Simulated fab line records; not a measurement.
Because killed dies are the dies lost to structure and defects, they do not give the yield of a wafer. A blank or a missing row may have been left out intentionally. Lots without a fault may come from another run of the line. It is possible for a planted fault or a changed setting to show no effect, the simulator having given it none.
fab line records    flow n5_finfet
record: lots: 4  wafers: 12  last_day: 17
route steps=1938 shown WELL_APT@36 PMOS_HMC_CHANNEL_EPI@57 BEOL_M4@1111 PASSIVATION@1936
lots with no fault: from the same line, run without faults
start_h: hours from the record's first day to the start of the lot's first wafer shown    wait_h: hours elapsed since this lot's preceding step    " the same as in the row above    L1.1+2: a single row standing in for several wafers    - either no value or no given start    * or withheld: withheld    < > ~ a bound
route shown NAME@n: names a module that has steps shown in the file, with the first one's number in the route    usual: mean and standard deviation over wafers with no fault    same: alike in all rows    chamber/n: place in a boat    sites: the reading at each site    _std_site: standard deviation across them    _edge_site: mean of outer sites minus mean of inner sites    radius_mm: how far each site lies from the wafer's centre    mask NAME#n: copy n    behind: tool/chamber where the wafer was last shaped    hold: what put the lot on hold/how long, in hours/how the hold closed    device: which transistor (n, p or np) failed to switch    end of line: at the end of the route, the tests of the same wafers    where a step has no rows: the recipe by itself    killed: the dies lost at the first sort to structure and to defects; this is not the yield of the wafer    map: dies across one wafer; x = killed, . = not, _ = none there
set.NAME: the run value of the setting; set.NAME@STEP: its run value at that earlier step    model.NAME: the simulator's own value behind a step, which no gauge read
lots seen at some steps along the route; tables by step, rows by wafer
services: when a tool's chamber went out of use (start_h, in hours from the record's first day, below 0 if earlier), for how many hours, and the reason
== steps ==
step: N5_WELL_APT_COAT_19
recipe: spin_rpm: 1357  resist_thk_nm: 950
step: N5_WELL_APT_EBR_21
recipe: solvent: PGMEA  ebr_width_mm: 1.5
step: N5_WELL_APT_SOFTBAKE_20
recipe: temp_c: 130  time_s: 60
step: N5_WELL_APT_EXPOSE_22
recipe: mask_id: PWELL  na: 0.8  source_shape: conventional  sigma_outer: 0.8  polarization: unpolarized  defocus_nm: 0  target_cd_nm: 200  dose_mj: 23.2
step: N5_WELL_APT_PEB_23
recipe: peb_temp_c: 130  peb_time_s: 90
step: N5_WELL_APT_DEVELOP_24
recipe: develop_time_s: 45  rinse_liquid: surfactant_rinse  dry: air_spin  dev_temp_c: 21
step: N5_WELL_APT_HARDBAKE_29
recipe: temp_c: 130  time_s: 120
step: N5_WELL_APT_DESCUM_30
recipe: chemistry: O2  time_s: 7.9  source_power_w: 50  bias_power_w: 20  pressure_mtorr: 20  rf_frequency_hz: 2.712e+07  temp_c: 40  o2_flow_sccm: 225
step: N5_WELL_APT_IMPLANT_31
recipe: species: B  energy_kev: 60  dose_cm2: 1.5e+13  tilt_deg: 0  rotation_deg: 0
step: N5_WELL_APT_IMPLANT_32
recipe: species: BF2  energy_kev: 50  dose_cm2: 2e+13  tilt_deg: 0  rotation_deg: 0
usual: dose_ions_cm2: 1.9999e+13/2.3e+10  faraday_current_uA: 253/4.8  tilt_deg: 0.001/0.021
lot.wafer  tool          chamber  start_h  wait_h  dose_ions_cm2  faraday_current_uA  tilt_deg
L413.2     implanter-01  0        39.40    0.1     2.0012e+13     245                 -0.002
L413.5     "             0        "        "       2e+13          257                 0.015
L413.6     "             0        "        "       2.0022e+13     251                 0.045
L417.3     implanter-01  0        63.40    0.1     1.4197e+13     182                 0.011
L417.4     "             0        "        "       1.4197e+13     177                 0.034
L417.5     "             0        "        "       1.4193e+13     178                 0.001
L420.2     implanter-01  0        81.20    0.1     1.4207e+13     178                 0.013
L420.4     "             0        "        "       1.422e+13      179                 -0.010
L420.5     "             0        "        "       1.4201e+13     181                 0.002
L423.1     implanter-02  0        99.31    0.1     2.0008e+13     254                 0.015
L423.2     "             0        "        "       2.0018e+13     247                 -0.005
L423.4     "             0        "        "       2.0073e+13     248                 -0.007
step: N5_WELL_APT_STRIP_33
recipe: chemistry: SPM  time_s: 900  temp_c: 130  h2so4_h2o2_vol_ratio: 4  dry: ipa_marangoni
step: N5_WELL_APT_RTA_34
recipe: temp_c: 1000  time_s: 10  ambient: N2  idle_temp_c: 600  ramp_up_c_per_s: 150  ramp_down_c_per_s: 60  cool_to_c: 600
step: N5_WELL_APT_OXIDE_STRIP_42
recipe: chemistry: dHF  dilution: 25:1  time_s: 45  temp_c: 25  target: SiO2  target_depth_a: 120
step: N5_WELL_APT_PRECLEAN_36
recipe: chemistry: O3/DIW  time_s: 45  temp_c: 22  o3_ppm: 10
step: N5_WELL_APT_PRECLEAN_39
recipe: chemistry: dHF  time_s: 60  dilution: 150:1  temp_c: 25
step: N5_WELL_APT_SRD_37
recipe: dry: ipa_marangoni  do_ppb: 5  time_s: 30  temp_c: 23  rinse_liquid: diw
step: N5_WELL_APT_EPI_41
recipe: material: Si  target_thk_a: 500  temp_c: 650  precursor: SiH4/H2  pressure_torr: 20  time_s: 297.7
step: N5_PMOS_HMC_CHANNEL_EPI_HM_DEP_34
recipe: material: SiO2  target_thk_a: 360  temp_c: 400  precursor: TEOS/O2  pressure_torr: 6.5  rf_w: 900  teos_flow_sccm: 161.4  gas: O2  flow_sccm: 2650  time_s: 6.9
step: N5_PMOS_HMC_CHANNEL_EPI_COAT_31
recipe: resist: BARC  temp_c: 205  time_s: 60  spin_rpm: 1500  resist_thk_nm: 66
step: N5_PMOS_HMC_CHANNEL_EPI_COAT_03
recipe: resist: CAR-ArF-block  spin_rpm: 1500  resist_thk_nm: 205
step: N5_PMOS_HMC_CHANNEL_EPI_EBR_05
recipe: solvent: PGMEA  ebr_width_mm: 1.5
step: N5_PMOS_HMC_CHANNEL_EPI_SOFTBAKE_04
recipe: temp_c: 110  time_s: 60  resist: CAR-ArF-block
step: N5_PMOS_HMC_CHANNEL_EPI_EXPOSE_06
recipe: mask_id: PMOS_HMC_BLK  na: 1.35  source_shape: conventional  sigma_outer: 0.8  polarization: unpolarized  target_cd_nm: 240  dose_mj: 41
step: N5_PMOS_HMC_CHANNEL_EPI_PEB_07
recipe: peb_temp_c: 110  peb_time_s: 60  resist: CAR-ArF-block
step: N5_PMOS_HMC_CHANNEL_EPI_DEVELOP_08
recipe: develop_time_s: 30  developer: TMAH  resist: CAR-ArF-block  dev_temp_c: 23  rinse_liquid: diw  dry: air_spin
step: N5_PMOS_HMC_CHANNEL_EPI_DESCUM_14
recipe: chemistry: O2  time_s: 7.9  source_power_w: 50  bias_power_w: 20  pressure_mtorr: 20  rf_frequency_hz: 2.712e+07  temp_c: 40  resist: CAR-ArF-block  o2_flow_sccm: 225
step: N5_PMOS_HMC_CHANNEL_EPI_ETCH_32
recipe: chemistry: N2/H2  target: BARC  stop_on: SiO2  target_depth_a: 858  over_etch_frac: 0.3  time_s: 50.3  ion_energy_ev: 200  mask_material: CAR-ArF-block  pressure_mtorr: 30  source_w: 840  bias_w: 150  n2_flow_sccm: 200  h2_flow_sccm: 200
step: N5_PMOS_HMC_CHANNEL_EPI_HM_OPEN_15
recipe: chemistry: CHF3/O2  target: SiO2  mask_material: CAR-ArF-block  target_depth_a: 406  CHF3_flow_sccm: 50  O2_flow_sccm: 5  Ar_flow_sccm: 200  time_s: 20.3  pressure_mtorr: 30  source_w: 650  bias_w: 170  ion_energy_ev: 200
step: N5_PMOS_HMC_CHANNEL_EPI_STRIP_33
recipe: chemistry: N2/H2  power_w: 500  temp_c: 40  pressure_mtorr: 50  rf_frequency_hz: 6e+07  overash_fraction: 0.3  bias_power_w: 8  h2_frac: 0.5  n2_flow_sccm: 300  h2_flow_sccm: 300
step: N5_PMOS_HMC_CHANNEL_EPI_STRIP_17
recipe: chemistry: SPM  time_s: 750  temp_c: 130  h2so4_h2o2_vol_ratio: 4  dry: ipa_marangoni
step: N5_PMOS_HMC_CHANNEL_EPI_ETCH_38
recipe: chemistry: CF4  target: SiO2  target_depth_a: 15  ion_energy_ev: 350  pressure_mtorr: 10  icp_w: 800  bias_w: 400  cf4_flow_sccm: 80
step: N5_PMOS_HMC_CHANNEL_EPI_FIN_RECESS_16
recipe: chemistry: HBr/Cl2  target: Si  mask_material: SiO2  target_depth_a: 540  time_s: 18  pressure_mtorr: 10  icp_w: 800  bias_w: 75  HBr_flow_sccm: 150  Cl2_flow_sccm: 80
step: N5_PMOS_HMC_CHANNEL_EPI_PRECLEAN_36
recipe: chemistry: O3/DIW  time_s: 45  temp_c: 22  o3_ppm: 10
step: N5_PMOS_HMC_CHANNEL_EPI_PRECLEAN_18
recipe: chemistry: DHF  time_s: 30  temp_c: 25  dilution: withheld
step: N5_PMOS_HMC_CHANNEL_EPI_SRD_19
recipe: dry: ipa_marangoni  do_ppb: 5  time_s: 30  temp_c: 23  rinse_liquid: diw
step: N5_BEOL_M4_RC_MEAS_101
usual: CJ_N: 4.32/0.087  DIBL_N: 36.0/1.6  DIBL_P: 35.8/2  IOFF_N: 0.152/0.03  IOFF_P: 0.20/0.031  ION_N: 670/12  ION_P: 459/7.4  SS_N: 71.5/0.56  SS_P: 73.2/0.64  VT_N: 251/3.5  VT_P: -252/3.3
lot.wafer  tool       chamber  start_h  wait_h  CJ_N  DIBL_N[mV/V]  DIBL_P[mV/V]  IOFF_N[nA/um]  IOFF_P[nA/um]  ION_N[uA/um]  ION_P[uA/um]  SS_N[mV/dec]  SS_P[mV/dec]  VT_N[mV]  VT_P[mV]
L413.2     prober-01  0        219.36   0.2     4.30  36.9          36.5          0.134          0.19           666           458           71.5          73.0          258       -251
L413.5     "          0        "        "       4.28  37.1          37.2          0.147          0.20           666           459           71.7          73.5          255       -253
L413.6     "          0        "        "       4.21  35.7          35.8          0.131          0.18           660           456           70.9          72.6          252       -253
L417.3     prober-01  0        246.25   0.3     3.72  37.9          37.2          0.170          0.20           678           463           72.9          73.1          249       -253
L417.4     "          0        "        "       3.65  35.9          35.1          0.140          0.18           686           463           71.3          73.2          249       -253
L417.5     "          0        "        "       3.65  34.6          34.1          0.120          0.16           661           457           71.6          71.8          256       -256
L420.2     prober-01  0        275.76   0.2     3.62  36.2          35.3          0.145          0.19           676           461           71.4          73.4          251       -253
L420.4     "          0        "        "       3.59  36.4          35.3          0.135          0.18           658           453           71.4          73.0          256       -256
L420.5     "          0        "        "       3.60  37.7          35.4          0.160          0.19           659           451           71.3          73.4          253       -254
L423.1     prober-01  0        284.98   0.0     4.42  35.6          37.0          0.171          0.22           673           462           71.0          73.1          249       -249
L423.2     "          0        "        "       4.45  35.5          37.5          0.190          0.24           694           472           71.2          72.9          244       -248
L423.4     "          0        "        "       4.38  32.2          33.5          0.124          0.17           666           460           70.4          72.0          250       -254
step: N5_PASSIVATION_PROBE_49
usual: defect_limited_yield: 91.6/1.4  killed_at_M0_to_M3: 33/10  killed_at_M4_up: 13/5.3  killed_at_contacts: 13/5.9  killed_at_front_end: 36/12  killed_at_other: 4/3.1  killed_dies: 99/16  killed_open: 65/13  killed_short: 32/7.3  sort_bin_5_function: 4.9/0.9  sort_bin_6_memory: 3.1/0.66  sort_n_pass: 1081/17  sort_yield_pct: 91.6/1.4
same: gross_dies: 1180  killed_at_back_side: 0  sort_bin_4_leakage[%]: 0  sort_bin_8_speed[%]: 0
lot.wafer  tool       chamber  start_h  wait_h  defect_limited_yield[%]  killed_at_M0_to_M3  killed_at_M4_up  killed_at_contacts  killed_at_front_end  killed_at_other  killed_dies  killed_open  killed_short  sort_bin_5_function[%]  sort_bin_6_memory[%]  sort_n_pass  sort_yield_pct[%]
L420.5     prober-02  -        379.59   0.2     88.1                     32                  15               14                  73                   6                140          98           31            6.3                     4.2                   1040         88.1
killed by level:class
L420.5 FIN_SAQP:geometric_particle:open=23 STI_FIN_REVEAL:geometric_particle:open=19 MOL_CONTACT_COAG:geometric_particle:open=10 HKMG_FIN:area_etch=10 BEOL_M2:geometric_particle:open=9 FIN_SAQP:geometric_particle:short=8 BEOL_M3:geometric_particle:open=7 DUMMY_GATE:geometric_particle:open=6
== services ==
tool          chamber  start_h  hours  kind
implanter-01  -        15.90    1.7    repair
implanter-01  -        74.76    0.6    repair
== key ==
first_sign: step: N5_WELL_APT_IMPLANT_32  reading: dose_ions_cm2  direction: down  sigmas: 99+  usual: 1.9999e+13  struck: 1.4203e+13
effect: step: N5_WELL_APT_IMPLANT_32  reading: faraday_current_uA  direction: down  sigmas: 16  usual: 253  struck: 179
effect: step: N5_BEOL_M4_RC_MEAS_101  reading: CJ_N  direction: down  sigmas: 7.9  usual: 4.32  struck: 3.64
met_at N5_WELL_APT_IMPLANT_32
struck_wafers L417.3,L417.4,L417.5,L420.2,L420.4,L420.5
baseline_loss: step: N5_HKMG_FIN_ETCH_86  wafers: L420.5
onset_between 39.40 63.40
fault: kind: process_parameter_drift  tool: implanter-01  chamber: -  onset_h: 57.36  steps: N5_WELL_APT_IMPLANT_32  channel: dose_cm2  offset: -5.7737e+12  shape: step  end_h: 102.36  acts_in: these_recipes_only  stated: 2e+13
baseline_loss: these wafers lose ten dies or more at that step, a loss of the line's own and not of a fault; the sort's usual values leave them out
